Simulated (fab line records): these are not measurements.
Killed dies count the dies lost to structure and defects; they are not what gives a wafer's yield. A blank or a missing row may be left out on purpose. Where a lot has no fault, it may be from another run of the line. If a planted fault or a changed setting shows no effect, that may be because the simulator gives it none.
Which of the tools did it? / flow nand-harc / 7 lots with 21 wafers sampled at 2 steps, on a route of 1302 steps

## WHAT THE GAUGES READ, wafer by wafer
NHARC_A_ONON_D2_THK_MEAS_05: measures by ellipsometry.
lot=L379; measured=day 13 21:51; on=film-metro-01; thk-nm (nm)=1404 1404 1405
lot=L387; measured=day 17 04:53; on=film-metro-02; thk-nm (nm)=1001 1001 1001
lot=L390; measured=day 18 13:43; on=film-metro-02; thk-nm (nm)=991 990 990
lot=L391; measured=day 19 10:29; on=film-metro-01; thk-nm (nm)=996 995 999
lot=L393; measured=day 20 05:37; on=film-metro-02; thk-nm (nm)=1001 1001 1003
lot=L396; measured=day 21 05:40; on=film-metro-02; thk-nm (nm)=992 992 992
lot=L398; measured=day 21 23:11; on=film-metro-01; thk-nm (nm)=985 986 986

## EACH LOT AND THE TOOL THAT RAN IT (in order: tool; ch and the chambers of the sampled wafers; start)
lot=L379; NHARC_A_ONON_D2_DEP_03=pecvd-onon-04 ch 0, day 13 21:20
lot=L387; NHARC_A_ONON_D2_DEP_03=pecvd-onon-01 ch 0, day 17 04:23
lot=L390; NHARC_A_ONON_D2_DEP_03=pecvd-onon-02 ch 0, day 18 13:19
lot=L391; NHARC_A_ONON_D2_DEP_03=pecvd-onon-02 ch 0, day 19 09:58
lot=L393; NHARC_A_ONON_D2_DEP_03=pecvd-onon-04 ch 0, day 20 05:10
lot=L396; NHARC_A_ONON_D2_DEP_03=pecvd-onon-01 ch 0, day 21 05:16
lot=L398; NHARC_A_ONON_D2_DEP_03=pecvd-onon-02 ch 0, day 21 22:47
- NHARC_A_ONON_D2_DEP_03: target thk 1000 nm.

## THE ANSWER, worked out from the rows above alone
Rule: usual is defined by the lots themselves. Put in order of their means at a reading, lots are off if they are a third of the lots or fewer, leave a main group of 4 or more, and stand apart from it by a gap of 3 or more times the standard deviation of the main group's means; of several such gaps the widest counts. A main group whose means are all the same, to the digits that the tables above print for the reading, isn't used. Also off: a lot with no number at a reading for which 4 or more lots have one. Where the step has rows for the other lots, those lots are counted as sound.
Off: L379 (NHARC_A_ONON_D2_THK_MEAS_05, thk-nm). The main group: mean 995 nm, standard deviation 5.8.
If a tool, at a process step before that reading, ran all the lots that are off and no sound lot after the first of them, it fits. Gauges at NHARC_A_ONON_D2_THK_MEAS_05: tried the same way as those tools. Not one of the candidates tried fits.

## WHAT THE SIMULATOR HAD PUT IN
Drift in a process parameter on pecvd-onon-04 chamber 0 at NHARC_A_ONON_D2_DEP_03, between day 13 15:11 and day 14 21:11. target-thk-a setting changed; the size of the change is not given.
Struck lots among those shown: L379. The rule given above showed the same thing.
